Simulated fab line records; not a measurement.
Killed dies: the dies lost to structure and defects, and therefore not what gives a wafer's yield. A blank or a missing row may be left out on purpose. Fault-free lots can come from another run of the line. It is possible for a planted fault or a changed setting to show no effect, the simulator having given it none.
A lot that was struck, set against a sound lot + flow n5Finfet + 14 out of 1938 route steps
Sound: wafers L697.1, L697.2, L697.6. Wafers struck: L703.1, L703.4, L703.5. The cause is named last.
For every step that has rows: the tool of each side, followed by ch and its chambers, followed by its first start. Under that, the readings that differ: sound wafers + struck wafers + difference of the means + sigmas: that difference in standard deviations of wafers without a fault.
alike: words and numbers the same on both sides, and readings whose means are apart by under 2 such deviations; not compared: readings that were withheld, readings missing a value for some wafer, numbers with overlapping values and no deviation given by the record, and bounds like >300 which may hide the same value.
Wherever a step has rows on one side only, a row that says differs or no value, or a row with sigmas, the two part there. Non-overlapping numbers with no deviation appear without sigmas and do not part them. Lack of a reading on every wafer of one side parts them only where that side has two or more wafers.

first, 2 steps without rows for these wafers: N5_HKMG_FIN_STRIP_92 (strips SOC in N2/H2, time 20 s); N5_HKMG_FIN_WET_ETCH_18 (etches TiN in SC1, time 55 s, target depth 5.2 nm, rinse time 30 s).
N5_HKMG_FIN_STRIP_19: strips in N2/H2, time 360 s.
  sound on plasmaAsher-02 ch 0,1, day 6 04:20; struck on plasmaAsher-01 ch 0,1, day 7 07:43
  alike: drypumpMotorCurrentA, heaterPowerW
  not compared: rfHoursCounterH
N5_HKMG_FIN_ALD_91: deposits TiN, target thk 1 nm, pulse time 1 s, purge time 3 s.
  sound on aldMetal-02 ch 0,2, day 6 04:43; struck on aldMetal-01 ch 0,1,2, day 7 08:07
  alike: heaterPowerW, precursorPulseHeightRel
then, 1 step without rows for these wafers: N5_HKMG_FIN_COAT_85 (time 60 s, resist thk 300 nm).
N5_HKMG_FIN_ETCH_86: etches SOC in N2/H2, stops on TiN, target depth 393.2 nm.
  sound on rieDiel-04 ch 2,3, day 6 05:06; struck on rieDiel-06 ch 0,3, day 7 08:49
  alike: biasW, chamberPressureMTorr, drypumpMotorCurrentA, oesProductAu, rfVppV, showerheadPlenumPTorr, throttleValvePct
  not compared: rfHoursCounterH
N5_HKMG_FIN_STRIP_89: strips SOC in N2/H2, time 20 s.
  sound on rieDiel-04 ch 2,3, day 6 05:10; struck on rieDiel-06 ch 0,3, day 7 08:52
  alike: drypumpMotorCurrentA, oesProductAu, rfVppV, showerheadPlenumPTorr, throttleValvePct
  not compared: rfHoursCounterH
then, 2 steps without rows for these wafers: N5_HKMG_FIN_WET_ETCH_87 (etches TiN in SC1, time 154.2 s, target depth 4.7 nm, rinse time 30 s); N5_HKMG_FIN_STRIP_88 (strips in N2/H2, time 360 s).
N5_HKMG_FIN_NWFM_ALD_20: deposits TiAlC, target thk 2 nm, pulse time 3 s, purge time 2 s.
  sound on aldMetal-02 ch 2,3, day 6 05:44; struck on aldMetal-02 ch 0,1,3, day 7 09:27
  alike: heaterPowerW, precursorPulseHeightRel
then, 2 steps without rows for these wafers: N5_HKMG_FIN_ALD_71 (deposits TiN, target thk 1 nm, pulse time 1 s, purge time 3 s); N5_HKMG_FIN_COAT_66 (time 60 s, resist thk 300 nm).
N5_HKMG_FIN_ETCH_67: etches SOC in N2/H2, stops on TiN, target depth 388.9 nm.
  sound on rieDiel-06 ch 0,1,2, day 6 06:16; struck on rieDiel-04 ch 0,2, day 7 09:53
  no value came back on the struck wafers for any of 7 readings (biasW (W), chamberPressureMTorr (mTorr) and others); on the sound wafers biasW (W) reads 60.84 60.92 61.11
| reading                                  | sound          | struck            | difference | sigmas |
|------------------------------------------|----------------|-------------------|------------|--------|
| model.SOC_of_HKMG_FIN_COAT_66.thkNm (nm) | 30.4 11.2 21.6 | 299.8 298.6 299.2 | +278.1     |        |
  not compared: rfHoursCounterH
then, 1 step without rows for these wafers: N5_HKMG_FIN_STRIP_90 (strips SOC in N2/H2, time 20 s).

## WHERE THEY PART
Only at N5_HKMG_FIN_ETCH_67, as far as this record shows.

WHY: the cause the simulator had injected
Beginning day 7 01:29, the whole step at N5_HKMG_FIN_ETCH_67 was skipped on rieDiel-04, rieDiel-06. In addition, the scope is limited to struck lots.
